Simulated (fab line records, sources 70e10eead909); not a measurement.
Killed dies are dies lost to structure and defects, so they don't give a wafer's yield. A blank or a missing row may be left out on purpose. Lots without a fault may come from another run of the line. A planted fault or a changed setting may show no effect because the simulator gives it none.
fab line records | flow nand_harc
record lots=13 wafers=39 last_day=24
route steps=1159 shown A_STAIRCASE@734 THIN_TSV@1122 END@1159
lots that met no fault: from a run of the same line without faults
start_h: hours from the record's first day to the start of the lot's first wafer shown | wait_h: hours since the lot's step before | " the same as in the row above | L1.1+2: a row that stands for several wafers | - no value, or no start given | * or withheld: withheld | < > ~ a bound
route shown NAME@n: a module of which the file shows steps, and the number in the route of the first | usual: mean/standard deviation of fault-free wafers | same: alike in all rows | chamber/n: place in a boat | sites: the reading at each site | _std_site: their standard deviation | _edge_site: outer sites' mean less inner sites' | radius_mm: how far each site lies from the wafer's centre | mask NAME#n: copy n | behind: the tool/chamber that last shaped the wafer | hold: why the lot was held/for how many hours/how that ended | device: the transistor (n, p or np) that didn't switch | end of line: the same wafers' tests at the end of the route | a step without rows: its recipe alone | killed: dies lost to structure and defects at the first sort, not the wafer's yield | map: a wafer's dies, x killed, . not, _ none there
set.NAME: the setting as run; set.NAME@STEP: as run at that earlier step | model.NAME: the simulator's own value behind a step, which no gauge read
steps of the route over a sample of lots; a table a step, a row a wafer
services: from which hour (start_h, from the record's first day; less than 0 if before it) a tool's chamber was out of use, for how many hours, and why
## steps
# step NHARC_A_STAIRCASE_CMP_152
# usual motor_current_A=11.6/1.1
# columns lot.wafer tool chamber start_h wait_h motor_current_A
L320.1 cmp-03 3 293.15 0.1 9.3
L320.2 " 2 " " 12.2
L320.5 " 3 " " 10.0
L321.2 cmp-02 2 310.75 0.1 11.9
L321.3 " 1 " " 11.9
L321.5 " 2 " " 11.7
L328.1 cmp-01 1 355.48 0.1 11.0
L328.3 " 3 " " 11.2
L328.5 " 1 " " 11.5
L331.1 cmp-03 1 366.46 0.1 11.8
L331.4 " 3 " " 10.1
L331.5 " 0 " " 10.1
L333.2 cmp-01 1 376.92 0.1 11.0
L333.4 " 3 " " 11.1
L333.5 " 1 " " 10.9
L334.3 cmp-01 0 397.58 0.1 13.7
L334.2 " 1 " " 11.0
L334.6 " 3 " " 11.0
L337.4 cmp-02 1 402.18 0.1 11.0
L337.1 " 0 " " 10.8
L337.6 " 1 " " 11.8
L335.2 cmp-02 1 402.99 0.1 11.7
L335.1 " 2 " " 12.0
L335.5 " 0 " " 10.9
L339.1 cmp-01 1 403.27 0.1 11.1
L339.2 " 2 " " 12.5
L339.6 " 0 " " 14.1
L338.4 cmp-02 3 417.50 0.1 13.0
L338.3 " 0 " " 11.2
L338.1 " 2 " " 12.0
L340.1 cmp-01 3 433.57 0.1 10.8
L340.4 " 0 " " 13.1
L340.6 " 0 " " 13.4
L342.4 cmp-02 1 433.74 0.1 11.3
L342.2 " 3 " " 12.7
L342.5 " 1 " " 11.5
L341.1 cmp-01 2 445.69 0.1 12.7
L341.3 " 1 " " 11.0
L341.6 " 3 " " 11.1
# step NHARC_THIN_TSV_STRIP_45
# recipe power_w=1500 temp_c=250 chemistry=O2
# usual drypump_motor_current_A=6.1/0.33 heater_power_w=309/39
# columns lot.wafer tool chamber start_h wait_h drypump_motor_current_A heater_power_w rf_hours_counter_h
L320.2 plasma_asher-02 0 432.22 0.1 5.7 271 22
L320.1 " 1 " " 6.1 299 22
L320.5 " 0 " " 5.7 270 -
L321.2 plasma_asher-01 1 445.68 0.1 6.5 318 53
L321.3 " 0 " " 6.4 375 -
L321.5 " 1 " " 6.5 321 -
L328.1 plasma_asher-02 1 473.80 0.1 6.1 288 41
L328.3 " 0 " " 5.7 267 -
L328.5 " 0 " " 5.7 267 -
L331.1 plasma_asher-02 0 492.65 0.1 5.7 266 46
L331.4 " 0 " " 5.7 262 -
L331.5 " 0 " " 5.7 269 -
L333.2 plasma_asher-02 0 494.89 0.1 5.7 268 48
L333.4 " 1 " " 6.1 296 -
L333.5 " 0 " " 5.7 272 -
L334.2 plasma_asher-02 1 519.81 0.1 6.1 296 52
L334.3 " 1 " " 6.1 286 -
L334.6 " 1 " " 6.1 297 -
L339.2 plasma_asher-01 1 526.60 0.1 6.5 342 18
L339.1 " 0 " " 6.5 382 18
L339.6 " 1 " " 6.5 333 -
L335.2 plasma_asher-02 1 527.82 0.1 6.1 288 57
L335.1 " 0 " " 5.7 264 57
L335.5 " 1 " " 6.0 292 -
L337.1 plasma_asher-01 0 534.62 0.1 6.5 373 22
L337.4 " 0 " " 6.4 379 -
L337.6 " 1 " " 6.5 336 -
L338.1 plasma_asher-02 1 535.83 0.1 6.1 288 60
L338.3 " 0 " " 5.7 263 -
L338.4 " 1 " " 6.1 284 -
L340.1 plasma_asher-01 1 543.94 0.3 6.4 330 29
L340.4 " 0 " " 6.4 381 -
L340.6 " 1 " " 6.5 327 -
L342.2 plasma_asher-01 1 545.44 0.8 6.5 328 30
L342.4 " 0 " " 6.5 384 -
L342.5 " 0 " " 6.5 375 -
L341.1 plasma_asher-02 0 559.36 0.1 5.7 271 6
L341.3 " 1 " " 6.1 318 -
L341.6 " 1 " " 6.1 314 -
# step NHARC_THIN_TSV_DEP_47
# recipe target_thk_a=2000 temp_c=withheld pressure_torr=6.5 rf_w=900 teos_flow_sccm=161.4 flow_sccm=2650 target_thk_nm=200 gas=O2 material=SiO2
# usual flow_sccm=2650/8.7 throttle_valve_pct=15.8/0.42
# columns lot.wafer tool chamber start_h wait_h flow_sccm throttle_valve_pct
L320.2 pecvd-02 0 433.04 - 2648 15.7
L320.1 " 2 " " 2645 15.9
L320.5 " 2 " " 2657 15.9
L321.3 pecvd-02 2 446.47 - 2649 16.3
L321.2 " 0 " " 2653 16.1
L321.5 " 2 " " 2663 16.5
L328.1 pecvd-04 1 474.87 - 2662 16.0
L328.3 " 0 " " 2650 15.5
L328.5 " 1 " " 2656 16.0
L331.1 pecvd-01 0 493.53 - 2647 15.8
L331.5 " 2 " " 2650 15.6
L331.4 " 0 " " 2641 15.8
L333.2 pecvd-02 0 495.79 - 2653 15.8
L333.4 " 1 " " 2642 15.2
L333.5 " 2 " " 2659 16.0
L334.3 pecvd-01 0 520.57 - 2651 15.6
L334.2 " 1 " " 2663 16.3
L334.6 " 1 " " 2672 16.5
L339.2 pecvd-01 1 527.40 - 2654 16.4
L339.1 " 0 " " 2647 15.9
L339.6 " 2 " " 2657 16.1
L335.1 pecvd-02 2 528.62 - 2631 15.8
L335.2 " 1 " " 2665 15.2
L335.5 " 0 " " 2641 15.7
L337.1 pecvd-01 1 535.42 - 2656 16.5
L337.4 " 0 " " 2636 15.6
L337.6 " 1 " " 2644 16.5
L338.3 pecvd-02 2 536.58 - 2638 15.7
L338.1 " 0 " " 2656 15.9
L338.4 " 2 " " 2652 15.4
L340.1 pecvd-01 2 544.83 - 2665 15.9
L340.4 " 0 " " 2658 16.0
L340.6 " 2 " " 2651 16.0
L342.2 pecvd-02 1 546.33 - 2643 15.1
L342.5 " 2 " " 2653 15.7
L342.4 " 0 " " 2646 15.9
L341.3 pecvd-01 0 560.16 - 2654 15.8
L341.1 " 1 " " 2644 16.5
L341.6 " 0 " " 2652 15.9
# step NHARC_THIN_TSV_DEGAS_53
# recipe temp_c=300 time_s=60
# usual heater_power_w=473/41
# columns lot.wafer tool chamber start_h wait_h heater_power_w
L320.1 pvd_sputter-01 - 436.27 0.1 474
L320.2 " - " " 408
L320.5 " - " " 557
L321.2 pvd_sputter-02 - 449.35 0.1 538
L321.3 " - " " 498
L321.5 " - " " 525
L328.3 pvd_sputter-03 - 477.85 0.1 499
L328.1 " - " " 484
L328.5 " - " " 460
L331.1 pvd_sputter-03 - 496.40 0.1 473
L331.4 " - " " 448
L331.5 " - " " 474
L333.4 pvd_sputter-03 - 498.67 0.1 489
L333.2 " - " " 476
L333.5 " - " " 465
L334.3 pvd_sputter-03 - 523.75 0.1 461
L334.2 " - " " 487
L334.6 " - " " 445
L339.2 pvd_sputter-01 - 530.45 0.1 576
L339.1 " - " " 403
L339.6 " - " " 430
L335.1 pvd_sputter-03 - 531.56 0.1 481
L335.2 " - " " 458
L335.5 " - " " 456
L337.1 pvd_sputter-03 - 538.39 0.1 463
L337.4 " - " " 484
L337.6 " - " " 451
L338.3 pvd_sputter-03 - 539.62 0.1 447
L338.1 " - " " 481
L338.4 " - " " 455
L340.1 pvd_sputter-02 - 549.05 0.2 545
L340.4 " - " " 479
L340.6 " - " " 414
L342.4 pvd_sputter-01 - 549.36 0.1 487
L342.2 " - " " 425
L342.5 " - " " 401
L341.1 pvd_sputter-03 - 563.33 0.1 490
L341.3 " - " " 458
L341.6 " - " " 480
# step NHARC_END_SORT_01
# recipe temp_c=25
# usual killed_at_array=25/10 killed_at_other=0.6/0.91 killed_at_periphery=3.6/2.9 killed_dies=29/10 killed_open=3.3/2 killed_short=1.9/1.5
# same gross_dies=677
# columns lot.wafer tool chamber start_h wait_h killed_at_array killed_at_other killed_at_periphery killed_dies killed_open killed_short
L331.1 prober-01 0 507.28 2.5 330 3 2 335 2 2
L331.4 prober-01 0 509.69 3.4 19 3 6 28 5 2
L331.5 prober-01 0 510.49 3.7 16 1 3 20 4 1
L335.2 prober-02 0 541.18 2.8 32 2 0 34 1 1
# killed by level:class
L331.1 A_STAIRCASE:unspecified=315 A_CONTACT:chamber_film_flake=6 A_CHANNEL_HOLE_D1:chamber_film_flake=3 THIN_TSV:chamber_film_flake=3 A_M0:chamber_film_flake=2 P_M2:geometric_particle:short=1 A_ONON_D1:geometric_particle:short=1 A_CONTACT:geometric_particle:open=1
L331.4 A_CHANNEL_HOLE_D1:chamber_film_flake=4 A_STAIRCASE:chamber_film_flake=4 P_M1:chamber_film_flake=3 A_CONTACT:chamber_film_flake=3 THIN_TSV:chamber_film_flake=3 A_CONTACT:geometric_particle:open=2 P_M0:geometric_particle:short=1 P_M2:geometric_particle:open=1
L331.5 A_STAIRCASE:chamber_film_flake=5 A_CHANNEL_HOLE_D1:chamber_film_flake=3 A_CONTACT:chamber_film_flake=3 A_WL_FILL:chamber_film_flake=2 P_STI:geometric_particle:open=1 P_GATE:geometric_particle:open=1 P_CONTACT:geometric_particle:open=1 A_WL_FILL:geometric_particle:short=1
L335.2 A_CHANNEL_HOLE_D1:chamber_film_flake=22 A_STAIRCASE:chamber_film_flake=4 A_CONTACT:chamber_film_flake=2 HYBRID_BOND:chamber_film_flake=2 A_CHANNEL_FILL_D1:geometric_particle:open=1 A_BLC:geometric_particle:short=1 A_SLIT:chamber_film_flake=1 A_WL_FILL:chamber_film_flake=1
## services
# columns tool chamber start_h hours kind
cmp-01 - 270.42 0.3 repair
cmp-01 - 274.99 7.4 repair
pvd_sputter-03 - 280.08 10.0 pm
pecvd-01 - 290.37 2.0 repair
pecvd-01 1 297.26 19.5 repair
cmp-01 - 325.82 0.9 repair
pecvd-02 - 329.52 1.4 repair
pecvd-02 - 334.00 13.0 pm
plasma_asher-02 - 360.02 9.0 pm
cmp-01 - 380.36 4.0 pm
pvd_sputter-03 - 387.14 4.8 repair
pecvd-02 - 390.66 1.6 repair
pecvd-01 - 418.05 13.0 pm
pecvd-02 - 453.81 0.7 repair
pvd_sputter-03 - 458.08 10.0 pm
cmp-01 - 478.36 4.0 pm
cmp-01 - 486.49 0.7 repair
cmp-01 - 496.99 0.5 repair
pecvd-01 2 502.57 4.8 repair
pecvd-02 - 515.55 13.0 pm
cmp-01 - 525.84 6.2 repair
plasma_asher-02 - 537.02 9.0 pm
cmp-01 - 541.10 2.2 repair
pvd_sputter-03 - 545.79 7.3 repair
## key
first_sign step=NHARC_END_SORT_01 reading=killed_dies direction=up sigmas=30 usual=29 struck=335
effect step=NHARC_END_SORT_01 reading=killed_at_array direction=up sigmas=29 usual=25 struck=330
more_kills_born_at NHARC_A_STAIRCASE_CMP_152@cmp-03=315
met_at NHARC_A_STAIRCASE_CMP_152
struck_lots L331
struck_wafers L331.1
tester_left_out L331
not_acting_at NHARC_THIN_TSV_STRIP_45,NHARC_THIN_TSV_DEP_47,NHARC_THIN_TSV_DEGAS_53
fault kind=chamber_particle_source tool=cmp-03 chamber=1 onset_h=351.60 steps=NHARC_A_STAIRCASE_CMP_152 rate_per_visit_cm2=0.67846 end_h=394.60
# tester_left_out: of these lots the tester's yield and bins aren't shown, on N5 and GAA mostly nor the transistor test; their killed dies are dies lost to structure and defects alone, not to doping, threshold or leakage, so they don't give the yield
